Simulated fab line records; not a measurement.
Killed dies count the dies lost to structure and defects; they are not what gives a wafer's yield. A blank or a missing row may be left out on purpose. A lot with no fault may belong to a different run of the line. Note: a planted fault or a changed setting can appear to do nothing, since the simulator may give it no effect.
Comparing a struck lot with a sound one | flow n5Finfet | 18 steps out of a route of 1938
Sound: the wafers L223.1, L223.3, L223.5. Wafers L226.2, L226.3, L226.4 were the ones struck. At the end, the cause is stated.
Each step with rows lists, per side, the tool, then ch with its chambers, then its first start. Under that, the readings that differ: sound wafers | struck wafers | difference of the means | sigmas: that difference in standard deviations of wafers without a fault.
alike: a reading whose means differ by less than 2 such deviations, as well as words and numbers matching on both sides. not compared: withheld readings; readings where some wafer has no value; bounds like >300 that might hide an equal value; numbers whose values overlap and for which the record gives no deviation.
A row with sigmas, a row that says differs or no value, or rows on one side alone: a step with any of these is where the two part. Numbers that have no deviation but don't overlap get no sigmas and don't part them. Lack of a reading on every wafer of one side parts them only where that side has two or more wafers.

N5_BEOL_M13_THK_MEAS_50: measures by xrf.
  struck on filmMetro-01, day 17 01:03; sound on filmMetro-01, day 15 17:37
  alike: M13_THK
then, 1 step without rows for these wafers: N5_BEOL_M13_PRE_CLEAN_52 (time 15 s).
N5_BEOL_M13_DEP_53: deposits SiCN from 3MS/NH3, target thk 50 nm, time 17.8 s.
  sound on pecvd-02 ch 0,1, day 15 17:40; struck on pecvd-03 ch 0,2, day 17 01:07
  alike: showerheadPlenumPTorr, throttleValvePct
N5_BEOL_M13_RS_MEAS_54: measures by four-point-probe.
  struck on filmMetro-01, day 17 01:10; sound on filmMetro-01, day 15 17:44
  alike: M13_RS
N5_BEOL_M13_INSPECT_55: inspects for defects (darkfield).
  struck on defectInspect-01, day 17 01:12; sound on defectInspect-01, day 15 17:46
  alike: rawDefectCount
N5_BEOL_M14_ILD_DEP_00: deposits SiO2 from TEOS/O2, target thk 1119.3 nm, time 237.4 s.
  sound on pecvd-02 ch 0,1, day 15 17:48; struck on pecvd-02 ch 0,2, day 17 01:14
  alike: heaterPowerW, showerheadPlenumPTorr, throttleValvePct
N5_BEOL_M14_THK_MEAS_01:
  struck on filmMetro-02, day 17 01:31; sound on filmMetro-01, day 15 17:59
  alike: M14_ILD_THK
then, 5 steps without rows for these wafers: N5_BEOL_M14_COAT_58 (time 60 s, resist thk 89 nm); N5_BEOL_M14_COAT_04 (resist thk 800 nm); N5_BEOL_M14_EBR_06; N5_BEOL_M14_SOFTBAKE_05 (time 60 s); N5_BEOL_M14_EXPOSE_07 (exposes mask V13).
N5_BEOL_M14_PEB_08: peb time 90 s.
  sound on lithoTrack-02 ch 0, day 15 18:11; struck on lithoTrack-01 ch 0, day 17 01:49
reading               | sound                | struck               | difference | sigmas
heaterPowerTotalW (W) | 171.2 170.9 171.7    | 167.4 166.3 168.7    | -3.8       | -5
plateTempC (C)        | 130.04 129.92 130.14 | 127.05 127.20 127.28 | -2.86      | -20
then, 2 steps without rows for these wafers: N5_BEOL_M14_DEVELOP_09 (develop time 45 s); N5_BEOL_M14_HARDBAKE_14 (time 120 s).
N5_BEOL_M14_CD_MEAS_10 targets a cd of 250 nm.
  sound on cdSem-03 ch 0, day 15 18:18; struck on cdSem-01 ch 0, day 17 01:56
reading   | sound             | struck            | difference | sigmas
cdNm (nm) | 248.1 246.8 251.5 | 234.4 231.7 233.1 | -15.7      | -7
N5_BEOL_M14_OVL_MEAS_11:
  sound on overlay-01 ch 0, day 15 18:20; struck on overlay-02 ch 0, day 17 01:58
  alike: V13_OVL
N5_PASSIVATION_PROBE_49:
  rows exist in the record for the struck wafers here (prober-01, day 18 06:56), but not for the sound ones

## WHERE THEY PART
First at N5_BEOL_M14_PEB_08; last, within this record, at N5_PASSIVATION_PROBE_49.

WHY: what had been put in by the simulator
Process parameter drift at N5_BEOL_M14_PEB_08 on lithoTrack-01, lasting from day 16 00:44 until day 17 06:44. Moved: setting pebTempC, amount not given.
